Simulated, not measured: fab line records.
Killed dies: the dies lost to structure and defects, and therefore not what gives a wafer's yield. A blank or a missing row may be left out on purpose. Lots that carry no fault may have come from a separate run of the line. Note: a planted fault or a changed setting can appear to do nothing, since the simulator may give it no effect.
fab line records	flow n5_finfet
record lots=5	wafers=15	last_day=17
route steps=1938 shown BEOL_M4@1069 PASSIVATION@1936
lots that met no fault: from a run of the same line without faults
start_h: start of the lot's first displayed wafer, in hours after the record's first day	wait_h: hours from the lot's prior step to this one	" unchanged from the row above	L1.1+2: several wafers, shown together as one row	- no value, or no start given	* or withheld: withheld	< > ~ a bound
route shown NAME@n: names a module that has steps shown in the file, with the first one's number in the route	usual: mean and standard deviation over wafers with no fault	same: alike in all rows	chamber/n: place in a boat	sites: readings site by site	_std_site: standard deviation of those values	_edge_site: inner sites' mean taken away from outer sites' mean	radius_mm: how far each site lies from the wafer's centre	mask NAME#n: copy n	behind: tool/chamber where the wafer was last shaped	hold: cause of the lot's hold/its duration in hours/its outcome	device: the n, p or np transistor that did not switch	end of line: tests of these same wafers at the route's end	a step without rows: its recipe alone	killed: dies lost to structure and defects at the first sort, not the wafer's yield	map: shows each die of a wafer: x if killed, . if not, _ if none is there
set.NAME: the setting that was run; set.NAME@STEP: the one run at that earlier step	model.NAME: the simulator's own value behind a step, which no gauge read
a table for each step, a row for each wafer; lots at some steps of the route
services: from which hour (start_h, from the record's first day; less than 0 if before it) a tool's chamber was out of use, for how many hours, and why
## steps
# step N5_BEOL_M4_STRIP_36
# recipe chemistry=N2/H2	power_w=450	temp_c=40	pressure_mtorr=20	rf_frequency_hz=6e+07	overash_fraction=0.3	bias_power_w=7	h2_frac=0.5	n2_flow_sccm=200	h2_flow_sccm=200
# step N5_BEOL_M4_TRENCH_ETCH_37
# recipe chemistry=C4F6/O2	target_depth_a=555.55	target=SiOC	time_s=29.2	ion_energy_ev=250	pressure_mtorr=30	source_w=355	bias_w=185	Ar_flow_sccm=300	C4F6_flow_sccm=10	O2_flow_sccm=10
# step N5_BEOL_M4_ETCH_41
# recipe chemistry=CH3F/O2	target=SiCN	target_depth_a=299	taper_deg=2	time_s=52.5	ion_energy_ev=120	mask_material=TiN	pressure_mtorr=30	source_w=395	bias_w=75	Ar_flow_sccm=150	CH3F_flow_sccm=30	O2_flow_sccm=20
# step N5_BEOL_M4_STRIP_97
# recipe chemistry=N2/H2	time_s=10	power_w=450	temp_c=40	pressure_mtorr=20	rf_frequency_hz=6e+07	bias_power_w=7	n2_flow_sccm=200	h2_flow_sccm=200
# step N5_BEOL_M4_OCD_MEAS_38
# usual trench_depth_nm=54.8/1.3
lot.wafer	tool	chamber	start_h	wait_h	trench_depth_nm
L323.1	ocd-01	-	163.03	-	55.6
L323.2	"	-	"	"	54.6
L323.3	"	-	"	"	55.2
L327.3	ocd-02	-	189.78	-	53.9
L327.5	"	-	"	"	56.8
L327.6	"	-	"	"	55.4
L335.3	ocd-01	-	243.59	-	55.1
L335.4	"	-	"	"	53.2
L335.5	"	-	"	"	52.6
L338.1	ocd-01	-	268.31	-	55.7
L338.2	"	-	"	"	54.6
L338.4	"	-	"	"	53.4
L340.1	ocd-02	-	279.33	-	54.2
L340.4	"	-	"	"	53.4
L340.6	"	-	"	"	53.8
# step N5_BEOL_M4_HM_STRIP_39
# recipe chemistry=peroxide_tin_strip	material=TiN	target_depth_a=250	temp_c=50	time_s=158
# step N5_BEOL_M4_SRD_40
# recipe time_s=30	temp_c=23	rinse_liquid=diw	dry=ipa_marangoni
# step N5_BEOL_M4_PRECLEAN_42
# recipe chemistry=residue_remover	time_s=60	temp_c=40
# step N5_BEOL_M4_SRD_43
# recipe time_s=30	temp_c=23	rinse_liquid=diw	dry=ipa_marangoni
# step N5_BEOL_M4_CD_MEAS_35
# recipe target_cd_nm=18	target_cd_y_nm=22.4	polarity=opening
# usual cd_nm=18.1/0.42
lot.wafer	tool	chamber	start_h	wait_h	cd_nm
L323.1	cd_sem-01	-	163.18	0.0	17.3
L323.2	"	-	"	"	17.6
L323.3	"	-	"	"	18.4
L327.3	cd_sem-02	-	189.94	0.0	18.1
L327.5	"	-	"	"	17.7
L327.6	"	-	"	"	18.4
L335.3	cd_sem-02	-	243.74	0.0	17.9
L335.4	"	-	"	"	18.3
L335.5	"	-	"	"	18.4
L338.1	cd_sem-03	-	268.47	0.0	18.1
L338.2	"	-	"	"	18.4
L338.4	"	-	"	"	18.7
L340.1	cd_sem-01	-	279.48	0.0	17.4
L340.4	"	-	"	"	18.1
L340.6	"	-	"	"	18.1
# step N5_BEOL_M4_DEGAS_44
# recipe ambient=vacuum	temp_c=250	time_s=60
# step N5_BEOL_M4_PRE_CLEAN_45
# recipe gas=H2/He	time_s=30	temp_c=250
# step N5_BEOL_M4_ALD_84
# recipe material=TaN	target_thk_a=*	temp_c=275	ald_precursor_family=PDMAT	ald_co_reactant=NH3	pressure_torr=3	carrier_flow_sccm=1500	pulse_time_s=2	purge_time_s=3	co_reactant_purge_time_s=2	co_reactant_pulse_time_s=3	ald_cycles=30	precursor_vessel_temp_c=75	precursor_vessel_pressure_torr=26.25	precursor_vessel_carrier_sccm=1000
# usual chamber_pressure_Torr=3.000/0.0062	heater_power_w=432/49	susceptor_temp_C=275.00/0.2
# same co_reactant_purge_time_s=2
lot.wafer	tool	chamber	start_h	wait_h	chamber_pressure_Torr	heater_power_w	susceptor_temp_C
L323.1	ald_metal-03	1	163.40	0.1	3.003	376	275.04
L323.2	"	2	"	"	3.000	396	274.97
L323.3	"	3	"	"	2.995	465	274.99
L327.3	ald_metal-01	3	190.29	0.0	2.997	420	274.96
L327.5	"	2	"	"	2.999	468	274.86
L327.6	"	3	"	"	3.002	400	274.92
L335.3	ald_metal-01	3	244.20	0.1	2.997	410	274.83
L335.4	"	1	"	"	3.007	434	275.31
L335.5	"	2	"	"	3.001	468	274.94
L338.1	ald_metal-03	2	268.62	0.0	2.996	404	275.09
L338.2	"	3	"	"	2.992	464	275.17
L338.4	"	0	"	"	3.001	350	274.86
L340.1	ald_metal-02	0	279.67	0.0	2.996	456	275.09
L340.4	"	3	"	"	3.008	439	274.92
L340.6	"	2	"	"	2.997	487	275.02
# step N5_BEOL_M4_SURFACE_TREAT_85
# recipe gas=Ar	time_s=*	ion_energy_ev=*	ion_current_ma_cm2=0.5	pressure_mtorr=*	ar_flow_sccm=30
# step N5_BEOL_M4_CVD_47
# recipe material=Co	target_thk_a=30	temp_c=withheld	precursor=CCTBA/H2	pressure_torr=30	time_s=223.8
# step N5_BEOL_M4_SPUTTER_48
# recipe material=Cu	target_thk_a=45	temp_c=-20	chamber_pressure_pa=0.07	power_w=withheld	time_s=8.29
# step N5_BEOL_M4_ANNEAL_49
# recipe temp_c=400	time_s=240	ambient=vacuum
# step N5_BEOL_M4_SPUTTER_79
# recipe material=Cu	target_thk_a=45	temp_c=-20	chamber_pressure_pa=0.07	power_w=withheld	time_s=8.29
# usual substrate_temp_c=-20.01/0.093	susceptor_temp_C=-19.99/0.099	throttle_valve_pct=29.9/0.72
lot.wafer	tool	chamber	start_h	wait_h	substrate_temp_c	susceptor_temp_C	throttle_valve_pct
L323.1	pvd_sputter-01	-	164.12	0.1	-19.93	-20.02	30.6
L323.2	"	-	"	"	-19.94	-20.03	30.0
L323.3	"	-	"	"	-20.12	-20.08	28.4
L327.3	pvd_sputter-03	-	190.99	0.1	-19.99	-19.93	31.1
L327.5	"	-	"	"	-20.10	-20.11	31.7
L327.6	"	-	"	"	-19.98	-20.25	29.3
L335.3	pvd_sputter-03	-	245.35	0.1	-20.07	-19.99	31.1
L335.4	"	-	"	"	-20.08	-19.75	29.3
L335.5	"	-	"	"	-19.90	-20.06	30.3
L338.1	pvd_sputter-02	-	269.32	0.1	-19.97	-19.98	29.8
L338.2	"	-	"	"	-20.05	-20.12	29.5
L338.4	"	-	"	"	-20.09	-19.80	29.9
L340.1	pvd_sputter-01	-	280.45	0.1	-20.07	-19.97	28.4
L340.4	"	-	"	"	-20.02	-20.07	30.2
L340.6	"	-	"	"	-20.07	-20.03	30.6
# step N5_BEOL_M4_ANNEAL_80
# recipe temp_c=400	time_s=240	ambient=vacuum
# usual heater_power_w=925/90	susceptor_temp_C=400.00/0.21	susceptor_temp_C_max=401.1/0.48
lot.wafer	tool	chamber	start_h	wait_h	heater_power_w	susceptor_temp_C	susceptor_temp_C_max
L323.1	pvd_sputter-01	-	164.20	0.0	1026	400.17	400.8
L323.2	"	-	"	"	1063	399.73	400.3
L323.3	"	-	"	"	896	400.00	401.4
L327.3	pvd_sputter-03	-	191.07	0.0	851	399.82	400.9
L327.5	"	-	"	"	911	400.01	401.1
L327.6	"	-	"	"	815	400.22	401.5
L335.3	pvd_sputter-03	-	245.43	0.0	847	399.95	400.9
L335.4	"	-	"	"	808	400.37	401.4
L335.5	"	-	"	"	987	400.13	401.7
L338.1	pvd_sputter-02	-	269.40	0.0	744	399.78	400.5
L338.2	"	-	"	"	900	400.32	401.1
L338.4	"	-	"	"	919	400.00	401.3
L340.1	pvd_sputter-01	-	280.53	0.0	899	400.17	401.4
L340.4	"	-	"	"	1055	399.90	400.5
L340.6	"	-	"	"	1012	400.06	400.6
# step N5_BEOL_M4_SPUTTER_81
# recipe material=Cu	target_thk_a=45	temp_c=-20	chamber_pressure_pa=0.07	power_w=withheld	time_s=8.29
# step N5_BEOL_M4_ANNEAL_82
# recipe temp_c=400	time_s=240	ambient=vacuum
# step N5_BEOL_M4_SPUTTER_86
# recipe material=Cu	target_thk_a=45	temp_c=-20	chamber_pressure_pa=0.07	power_w=withheld	time_s=8.29
# usual substrate_temp_c=-19.99/0.11	susceptor_temp_C=-20.01/0.11	throttle_valve_pct=29.9/0.73
lot.wafer	tool	chamber	start_h	wait_h	substrate_temp_c	susceptor_temp_C	throttle_valve_pct
L323.1	pvd_sputter-01	-	164.56	0.1	-20.05	-20.05	30.8
L323.2	"	-	"	"	-19.91	-20.20	30.0
L323.3	"	-	"	"	-20.14	-19.99	28.7
L327.3	pvd_sputter-03	-	191.43	0.1	-19.96	-20.25	30.8
L327.5	"	-	"	"	-19.89	-19.87	31.7
L327.6	"	-	"	"	-19.92	-19.92	29.0
L335.3	pvd_sputter-03	-	245.79	0.1	-19.86	-19.92	31.1
L335.4	"	-	"	"	-20.07	-20.09	28.9
L335.5	"	-	"	"	-20.00	-19.95	30.0
L338.1	pvd_sputter-02	-	269.76	0.1	-19.87	-20.02	30.1
L338.2	"	-	"	"	-20.04	-20.08	29.9
L338.4	"	-	"	"	-20.06	-19.96	30.3
L340.1	pvd_sputter-01	-	280.89	0.1	-20.06	-19.90	28.4
L340.4	"	-	"	"	-20.01	-20.12	29.7
L340.6	"	-	"	"	-20.08	-20.06	30.7
# step N5_BEOL_M4_ANNEAL_87
# recipe temp_c=400	time_s=240	ambient=vacuum
# step N5_BEOL_M4_SPUTTER_88
# recipe material=Cu	target_thk_a=45	temp_c=-20	chamber_pressure_pa=0.07	power_w=withheld	time_s=8.29
# step N5_BEOL_M4_ANNEAL_89
# recipe temp_c=400	time_s=240	ambient=vacuum
# usual heater_power_w=927/89	susceptor_temp_C=399.97/0.23	susceptor_temp_C_max=401.0/0.48
lot.wafer	tool	chamber	start_h	wait_h	heater_power_w	susceptor_temp_C	susceptor_temp_C_max
L323.1	pvd_sputter-01	-	164.86	0.0	1023	400.06	400.7
L323.2	"	-	"	"	1055	400.16	400.8
L323.3	"	-	"	"	904	399.91	401.4
L327.3	pvd_sputter-03	-	191.73	0.0	844	400.04	401.1
L327.5	"	-	"	"	919	399.93	400.9
L327.6	"	-	"	"	808	400.01	401.0
L335.3	pvd_sputter-03	-	246.09	0.0	848	399.77	400.8
L335.4	"	-	"	"	818	400.00	400.9
L335.5	"	-	"	"	1009	400.00	401.7
L338.1	pvd_sputter-02	-	270.06	0.0	744	399.90	400.5
L338.2	"	-	"	"	909	399.97	400.8
L338.4	"	-	"	"	929	400.42	401.8
L340.1	pvd_sputter-01	-	281.19	0.0	895	399.88	401.6
L340.4	"	-	"	"	1047	399.70	400.2
L340.6	"	-	"	"	1000	400.02	400.6
# step N5_BEOL_M4_SPUTTER_90
# recipe material=Cu	target_thk_a=45	temp_c=-20	chamber_pressure_pa=0.07	power_w=withheld	time_s=8.29
# step N5_BEOL_M4_ANNEAL_91
# recipe temp_c=400	time_s=240	ambient=vacuum
# step N5_BEOL_M4_SPUTTER_92
# recipe material=Cu	target_thk_a=45	temp_c=-20	chamber_pressure_pa=0.07	power_w=withheld	time_s=8.29
# step N5_BEOL_M4_ANNEAL_93
# recipe temp_c=400	time_s=240	ambient=vacuum
# step N5_BEOL_M4_SPUTTER_94
# recipe material=Cu	target_thk_a=45	temp_c=-20	chamber_pressure_pa=0.07	power_w=withheld	time_s=8.29
# usual substrate_temp_c=-20.00/0.11	susceptor_temp_C=-19.99/0.099	throttle_valve_pct=29.9/0.73
lot.wafer	tool	chamber	start_h	wait_h	substrate_temp_c	susceptor_temp_C	throttle_valve_pct
L323.1	pvd_sputter-01	-	165.44	0.1	-20.11	-20.09	30.9
L323.2	"	-	"	"	-19.81	-19.88	30.2
L323.3	"	-	"	"	-19.96	-20.01	28.6
L327.3	pvd_sputter-03	-	192.31	0.1	-19.93	-20.14	30.9
L327.5	"	-	"	"	-19.94	-19.92	31.8
L327.6	"	-	"	"	-19.91	-20.13	29.3
L335.3	pvd_sputter-03	-	246.67	0.1	-20.17	-20.01	31.0
L335.4	"	-	"	"	-20.05	-20.04	28.9
L335.5	"	-	"	"	-20.04	-19.92	30.1
L338.1	pvd_sputter-02	-	270.64	0.1	-20.14	-20.06	29.7
L338.2	"	-	"	"	-20.07	-20.00	29.9
L338.4	"	-	"	"	-20.09	-20.03	30.3
L340.1	pvd_sputter-01	-	281.77	0.1	-20.08	-19.80	28.7
L340.4	"	-	"	"	-20.03	-20.05	30.1
L340.6	"	-	"	"	-19.99	-20.05	30.5
# step N5_BEOL_M4_ANNEAL_95
# recipe temp_c=400	time_s=240	ambient=vacuum
# step N5_BEOL_M4_SPUTTER_96
# recipe material=Cu	target_thk_a=45	temp_c=-20	chamber_pressure_pa=0.07	power_w=withheld	time_s=8.29
# step N5_BEOL_M4_ECD_50
# recipe material=Cu	target_thk_a=3000
# step N5_BEOL_M4_ANNEAL_51
# recipe temp_c=225	time_s=90	ambient=N2
# step N5_BEOL_M4_CMP_52
# recipe stop_on=SiOC	t_overpolish_s=6.8	down_force_psi=1	platen_rpm=50	clearing_platen_down_force_psi=1.5	clearing_platen_rpm=50	post_cmp_clean=cu_alkaline	target_thk_nm=40	clearing_platen_pad_velocity_m_s=0.99484	pad_velocity_m_s=0.99484
# step N5_BEOL_M4_THK_MEAS_53
# recipe thk_meas_gauge=xrf	reads=Cu_of_BEOL_M4_ECD_50
# usual M4_THK=39.4/2.1
lot.wafer	tool	chamber	start_h	wait_h	M4_THK[nm]
L323.1	film_metro-01	-	166.45	-	37.3
L323.2	"	-	"	"	39.1
L323.3	"	-	"	"	39.6
L327.3	film_metro-02	-	193.58	-	40.4
L327.5	"	-	"	"	42.9
L327.6	"	-	"	"	39.6
L335.3	film_metro-01	-	247.89	-	40.4
L335.4	"	-	"	"	37.8
L335.5	"	-	"	"	39.6
L338.1	film_metro-02	-	274.99	-	39.3
L338.2	"	-	"	"	39.2
L338.4	"	-	"	"	36.7
L340.1	film_metro-02	-	285.85	-	41.3
L340.4	"	-	"	"	40.5
L340.6	"	-	"	"	40.2
# step N5_BEOL_M4_PRE_CLEAN_60
# recipe gas=NH3/H2	time_s=15	temp_c=*	rf_power_w=300
# step N5_BEOL_M4_CO_CAP_55
# recipe material=Co	target_thk_a=20	temp_c=200	precursor=CCTBA/H2	pressure_torr=30	time_s=102.1
# step N5_BEOL_M4_PRE_CLEAN_56
# recipe gas=NH3	time_s=15	temp_c=withheld	rf_power_w=300
# step N5_BEOL_M4_DEP_57
# recipe material=SiCN	target_thk_a=80	temp_c=withheld	precursor=3MS/NH3	pressure_torr=3	rf_w=202	time_s=14
# step N5_BEOL_M4_RS_MEAS_58
# recipe thk_meas_gauge=four-point-probe	reads=Co_of_BEOL_M4_CO_CAP_55+Cu_of_BEOL_M4_ECD_50+Co_of_BEOL_M4_CVD_47+TaN_of_BEOL_M4_ALD_84
# usual M4_RS=0.69/0.045
lot.wafer	tool	chamber	start_h	wait_h	M4_RS[ohm/sq]
L323.1	film_metro-01	-	166.78	0.1	0.74
L323.2	"	-	"	"	0.69
L323.3	"	-	"	"	0.68
L327.3	film_metro-02	-	193.85	0.1	0.67
L327.5	"	-	"	"	0.61
L327.6	"	-	"	"	0.68
L335.3	film_metro-02	-	248.15	0.1	0.67
L335.4	"	-	"	"	0.72
L335.5	"	-	"	"	0.68
L338.1	film_metro-02	-	275.25	0.0	0.70
L338.2	"	-	"	"	0.70
L338.4	"	-	"	"	0.76
L340.1	film_metro-01	-	286.14	0.1	0.66
L340.4	"	-	"	"	0.67
L340.6	"	-	"	"	0.68
# step N5_BEOL_M4_INSPECT_59
# recipe inspect_instrument=darkfield	mode=post_dep
# usual raw_defect_count=75/28
lot.wafer	tool	chamber	start_h	wait_h	raw_defect_count
L323.1	defect_inspect-02	-	166.80	0.0	66
L323.2	"	-	"	"	57
L323.3	"	-	"	"	106
L327.3	defect_inspect-02	-	193.87	0.0	49
L327.5	"	-	"	"	56
L327.6	"	-	"	"	95
L335.3	defect_inspect-02	-	248.18	0.0	75
L335.4	"	-	"	"	63
L335.5	"	-	"	"	66
L338.1	defect_inspect-02	-	275.28	0.0	146
L338.2	"	-	"	"	68
L338.4	"	-	"	"	116
L340.1	defect_inspect-01	-	286.17	0.0	89
L340.4	"	-	"	"	77
L340.6	"	-	"	"	91
# step N5_BEOL_M4_RC_MEAS_101
# usual COMB_M4_max_site=8.5e-11/1.9e-11	DIBL_N=37.0/2.3	DIBL_P=37.3/2.8	IOFF_N=0.17/0.046	IOFF_P=0.23/0.054	ION_N=675/14	ION_P=460/9.3	SS_N=71.7/0.73	SS_P=73.6/0.95	VT_N=249/3.9	VT_P=-250/3.9
lot.wafer	tool	chamber	start_h	wait_h	COMB_M4_max_site[S/m]	DIBL_N[mV/V]	DIBL_P[mV/V]	IOFF_N[nA/um]	IOFF_P[nA/um]	ION_N[uA/um]	ION_P[uA/um]	SS_N[mV/dec]	SS_P[mV/dec]	VT_N[mV]	VT_P[mV]
L323.1	prober-02	0	166.83	0.0	7.8e-11	38.3	37.4	0.19	0.24	678	466	72.0	74.5	249	-248
L323.2	"	0	"	"	9e-11	38.3	37.7	0.20	0.26	692	475	71.7	74.3	245	-248
L323.3	"	0	"	"	9.8e-11	39.2	38.7	0.21	0.28	700	476	72.1	74.4	245	-246
L327.3	prober-01	0	194.21	0.3	6.4e-11	33.4	34.9	0.12	0.19	671	471	70.7	72.2	251	-251
L327.5	"	0	"	"	8.2e-11	36.8	38.8	0.16	0.25	681	471	71.7	73.7	254	-249
L327.6	"	0	"	"	6.8e-11	38.5	39.1	0.18	0.26	674	462	71.8	73.7	248	-249
L335.3	prober-02	0	248.51	0.3	1.22e-10	36.3	37.7	0.16	0.24	667	464	71.0	73.4	248	-247
L335.4	"	0	"	"	1.14e-09	34.2	34.5	0.13	0.20	659	461	70.2	73.1	251	-249
L335.5	"	0	"	"	7.9e-11	38.9	40.7	0.24	0.32	700	478	71.8	74.5	243	-243
L338.1	prober-01	0	275.30	0.0	9.5e-11	38.0	38.8	0.17	0.22	671	458	71.5	73.4	249	-253
L338.2	"	0	"	"	9e-11	36.8	37.0	0.16	0.20	687	464	71.2	73.2	249	-253
L338.4	"	0	"	"	9.8e-11	38.4	38.4	0.18	0.21	684	464	72.2	73.4	248	-252
L340.1	prober-02	0	286.19	0.0	6.8e-11	34.0	33.0	0.11	0.15	656	446	70.9	72.6	256	-254
L340.4	"	0	"	"	7.4e-11	37.0	35.2	0.14	0.18	670	451	71.3	73.5	254	-254
L340.6	"	0	"	"	8.3e-11	34.7	32.4	0.11	0.15	649	447	71.2	72.7	256	-255
# step N5_PASSIVATION_PROBE_49
# usual defect_limited_yield=91.5/1.3	killed_at_M0_to_M3=36/10	killed_at_M4_up=13/4.7	killed_at_contacts=13/6.7	killed_at_front_end=37/9.7	killed_at_other=2.6/2.3	killed_dies=101/15	killed_on_rim=14/4.3	killed_open=67/12	killed_short=32/6.7	sort_bin_4_leakage=0.0/0.31	sort_bin_5_function=5.0/0.89	sort_bin_6_memory=3.2/0.63	sort_n_pass=1079/16	sort_yield_pct=91.4/1.4
# same gross_dies=1180	killed_at_back_side=0	sort_bin_8_speed[%]=0
lot.wafer	tool	chamber	start_h	wait_h	defect_limited_yield[%]	killed_at_M0_to_M3	killed_at_M4_up	killed_at_contacts	killed_at_front_end	killed_at_other	killed_dies	killed_on_rim	killed_open	killed_short	sort_bin_4_leakage[%]	sort_bin_5_function[%]	sort_bin_6_memory[%]	sort_n_pass	sort_yield_pct[%]
L323.1	prober-02	-	285.63	0.1	89.2	37	17	20	53	0	127	13	86	39	0	6.4	4.1	1053	89.2
L323.2	prober-02	-	285.68	0.1	91.5	29	11	6	52	2	100	12	58	38	0	5.6	2.6	1080	91.5
L323.3	prober-02	-	285.73	0.2	89.9	47	11	12	48	1	119	19	77	35	0	5.3	4.1	1061	89.9
L327.3	prober-01	-	313.08	0.1	91.4	38	8	12	43	0	101	11	72	27	0	5.3	3.2	1079	91.4
L327.5	prober-01	-	313.18	0.2	93.1	39	9	9	24	0	81	11	54	25	0	4.5	2.3	1099	93.1
L327.6	prober-01	-	313.23	0.3	90.9	36	10	28	32	1	107	22	79	23	0	5.4	3.1	1073	90.9
L335.3	prober-01	-	364.15	0.1	90.8	45	11	7	42	3	108	10	71	35	0	5.8	3.2	1072	90.8
L335.4	prober-01	-	364.20	0.2	85.1	53	75	13	32	3	176	52	69	38	5.7	5.9	3.1	1004	85.1
L335.5	prober-01	-	364.25	0.2	91.4	30	12	8	48	4	102	9	62	38	0	4.7	3.8	1078	91.4
L338.1	prober-01	-	383.11	0.0	93.3	19	9	24	20	7	79	13	44	35	0	4.2	2.5	1101	93.3
L338.2	prober-01	-	383.16	0.1	90.7	36	9	24	33	8	110	20	70	40	0	4.9	4.1	1070	90.7
L338.4	prober-01	-	383.26	0.2	91.2	20	13	33	33	5	104	12	79	24	0	5.1	3.3	1076	91.2
L340.1	prober-02	-	397.98	0.0	91.5	26	8	11	54	1	100	15	72	25	0	4.2	3.8	1080	91.5
# killed by level:class
L323.1 STI_FIN_REVEAL:geometric_particle:open=17 MOL_CONTACT_COAG:geometric_particle:open=17 BEOL_M1:geometric_particle:open=11 FIN_SAQP:geometric_particle:short=10 BEOL_M2:geometric_particle:open=9 BEOL_M0_SAQP:geometric_particle:short=7 BEOL_M0_SAQP:geometric_particle:open=6 STI_FIN_REVEAL:geometric_particle:short=5
L323.2 FIN_SAQP:geometric_particle:short=19 BEOL_M1:geometric_particle:open=10 FIN_SAQP:geometric_particle:open=8 MOL_CONTACT_COAG:geometric_particle:open=5 BEOL_M4:geometric_particle:open=5 STI_FIN_REVEAL:geometric_particle:open=4 GATE_CUT:geometric_particle:open=4 BEOL_M0_SAQP:geometric_particle:open=4
L323.3 BEOL_M1:geometric_particle:open=13 BEOL_M3:geometric_particle:open=11 MOL_CONTACT_COAG:geometric_particle:open=10 FIN_SAQP:geometric_particle:open=7 STI_FIN_REVEAL:geometric_particle:open=7 BEOL_M2:geometric_particle:open=6 FIN_SAQP:geometric_particle:short=5 SPACER0:geometric_particle:short=5
L327.3 STI_FIN_REVEAL:geometric_particle:open=13 MOL_CONTACT_COAG:geometric_particle:open=11 BEOL_M3:geometric_particle:open=9 GATE_CUT:geometric_particle:open=7 BEOL_M0_SAQP:geometric_particle:short=7 GATE_CUT:geometric_particle:short=6 BEOL_M2:geometric_particle:open=6 BEOL_M0_SAQP:geometric_particle:open=5
L327.5 BEOL_M2:geometric_particle:open=8 STI_FIN_REVEAL:geometric_particle:open=8 BEOL_M0_SAQP:geometric_particle:short=8 MOL_CONTACT_COAG:geometric_particle:open=7 BEOL_M3:geometric_particle:open=7 BEOL_M0_SAQP:geometric_particle:open=6 FIN_SAQP:geometric_particle:open=4 BEOL_M1:geometric_particle:open=4
L327.6 MOL_CONTACT_COAG:geometric_particle:open=24 BEOL_M2:geometric_particle:open=10 BEOL_M3:geometric_particle:open=10 BEOL_M1:geometric_particle:open=8 STI_FIN_REVEAL:geometric_particle:open=7 HKMG_FIN:area_etch=5 STI_FIN_REVEAL:geometric_particle:short=4 GATE_CUT:geometric_particle:short=4
L335.3 BEOL_M0_SAQP:geometric_particle:open=13 BEOL_M0_SAQP:geometric_particle:short=12 FIN_SAQP:geometric_particle:open=11 DUMMY_GATE:geometric_particle:open=8 MOL_CONTACT_COAG:geometric_particle:open=7 BEOL_M1:geometric_particle:open=7 FIN_SAQP:geometric_particle:short=6 GATE_CUT:geometric_particle:open=5
L335.4 M4:area_ald=67 BEOL_M0_SAQP:geometric_particle:open=20 BEOL_M0_SAQP:geometric_particle:short=13 MOL_CONTACT_COAG:geometric_particle:open=11 BEOL_M1:geometric_particle:open=7 BEOL_M2:geometric_particle:open=6 FIN_SAQP:geometric_particle:short=5 STI_FIN_REVEAL:geometric_particle:open=5
L335.5 FIN_SAQP:geometric_particle:open=10 BEOL_M0_SAQP:geometric_particle:short=9 BEOL_M4:geometric_particle:open=8 DUMMY_GATE:geometric_particle:open=7 STI_FIN_REVEAL:geometric_particle:open=6 BEOL_M0_SAQP:geometric_particle:open=6 BEOL_M1:geometric_particle:open=5 STARTING-WAFER:geometric_particle:open=5
L338.1 MOL_CONTACT_COAG:geometric_particle:open=16 MOL_CONTACT_COAG:geometric_particle:short=8 FIN_SAQP:geometric_particle:short=6 BEOL_M0_SAQP:geometric_particle:open=5 FIN_SAQP:geometric_particle:open=3 STI_FIN_REVEAL:geometric_particle:short=3 BEOL_M0_SAQP:geometric_particle:short=3 BEOL_M3:geometric_particle:open=3
L338.2 MOL_CONTACT_COAG:geometric_particle:open=17 FIN_SAQP:geometric_particle:open=13 FIN_SAQP:geometric_particle:short=10 MOL_CONTACT_COAG:geometric_particle:short=7 BEOL_M0_SAQP:geometric_particle:open=7 BEOL_M3:geometric_particle:open=7 BEOL_M0_SAQP:geometric_particle:short=6 BEOL_M2:geometric_particle:open=6
L338.4 MOL_CONTACT_COAG:geometric_particle:open=30 FIN_SAQP:geometric_particle:open=12 FIN_SAQP:geometric_particle:short=9 BEOL_M1:geometric_particle:open=8 BEOL_M4:geometric_particle:open=8 BEOL_M3:geometric_particle:open=6 BEOL_M6:geometric_particle:open=4 PASS1_CAP:geometric_particle:short=4
L340.1 FIN_SAQP:geometric_particle:open=24 MOL_CONTACT_COAG:geometric_particle:open=9 FIN_SAQP:geometric_particle:short=7 BEOL_M0:geometric_particle:open=6 BEOL_M1:geometric_particle:open=6 DUMMY_GATE:geometric_particle:open=5 BEOL_M0_SAQP:geometric_particle:short=5 STI_FIN_REVEAL:geometric_particle:open=4
# map L335.4 (x killed, . not)
_________________xxx....x....________________
______________.xx.xx...x.xx....x_____________
___________x.....x........x.x....x.__________
__________x.............x...x......._________
________.xx.x..x..............x......._______
_______..xx..x..x.......x..........x...______
______....x............................x_____
_____xx.............x.....x..........x...____
____x.x........x............x...x..xx.x.x.___
___..x.............x....x.................x__
___.....x......x...........x........x......__
__x....x...x....xx...x.....x...x............_
__...x........x.x.......x..........xx......x_
_.x.x...........x..........................x.
_...............................x............
_x........x.......x.....................x..xx
_xxx......x........................x......x..
_.............x...........................x..
_.x.......................................x.x
_......x.........x.......x................x..
_.xxx..................x.........x.........xx
__........x........x....x..........x..x....._
__xx.x.x.....x......x........x.x............_
___.....xx..........x...x................xx__
___x..x.x....x.x......................x.x..__
____x............x...x..................x.___
_____.................x.x................____
______....x....x.............xx.......xx_____
_______x....x..x.................x.x...______
________x..x..xx..x..........x........_______
__________.x...........x..x......xx._________
___________...x...x.xx.xx.x...x..x.__________
______________..xx....x.....x..x_____________
_________________x.....x.x.xx________________
# map L327.6 (x killed, . not)
_________________............________________
______________.................._____________
___________.......x................__________
__________....x.......x...x........._________
________.......x.....x....x....x....x._______
_______........................x.......______
______..xx....xx.....x..x..........x..x._____
_____.x....x........................x....____
____....................................x.___
___..........x.................x.........x.__
___......xx...........x....................__
__.............x...........................x_
__.............x.....................x....xx_
_.........x...............................x..
_x.x.x................................x......
_x.x.x................x..x....x......x.......
_.........................................x..
_x.x............x....x...............x.x...x.
_...x................x..................x....
_.......x..........x.....................x...
_...x..x.........................x...........
__.....x.....x...x.....x..x...x............._
__...................................x......_
___.x....x........x...x.....x.xx...........__
___.x....................x.............x...__
____.x...................x................___
_____.............x......x..x..x.........____
______..........x.........x.x.........x._____
_______......................x......x..______
________.x..........x................._______
__________..x.............x.......xx_________
___________xx.x....x...............__________
______________x......x.........._____________
_________________...x.......x________________
## services
tool	chamber	start_h	hours	kind
ald_metal-01	-	149.97	0.7	repair
pvd_sputter-03	-	155.67	1.6	repair
pvd_sputter-01	-	176.49	2.6	repair
ald_metal-01	-	183.28	2.8	pm
ald_metal-01	2	208.95	4.1	repair
ald_metal-03	-	211.50	0.8	repair
pvd_sputter-01	-	234.69	2.1	repair
ald_metal-03	-	241.79	6.0	pm
pvd_sputter-01	-	256.70	7.0	repair
ald_metal-03	2	264.24	-	calibration
## key
first_sign step=N5_BEOL_M4_RC_MEAS_101	reading=COMB_M4_max_site	direction=up	sigmas=56	usual=8.5e-11	struck=1.14e-09
effect step=N5_PASSIVATION_PROBE_49	reading=sort_bin_4_leakage	direction=up	sigmas=18	usual=0.0	struck=5.7
more_kills_born_at N5_BEOL_M4_ALD_84@ald_metal-01=67
met_at N5_BEOL_M4_ALD_84
struck_wafers L335.4
fault kind=site_profile_drift	tool=ald_metal-01	chamber=1	onset_h=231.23	steps=N5_BEOL_M4_ALD_84	basis=fraction	max_abs_drift=0.51875	slope_share_per_hr=115.28	site_pattern=0,0,0,0,0,-1,-1,-1,-1
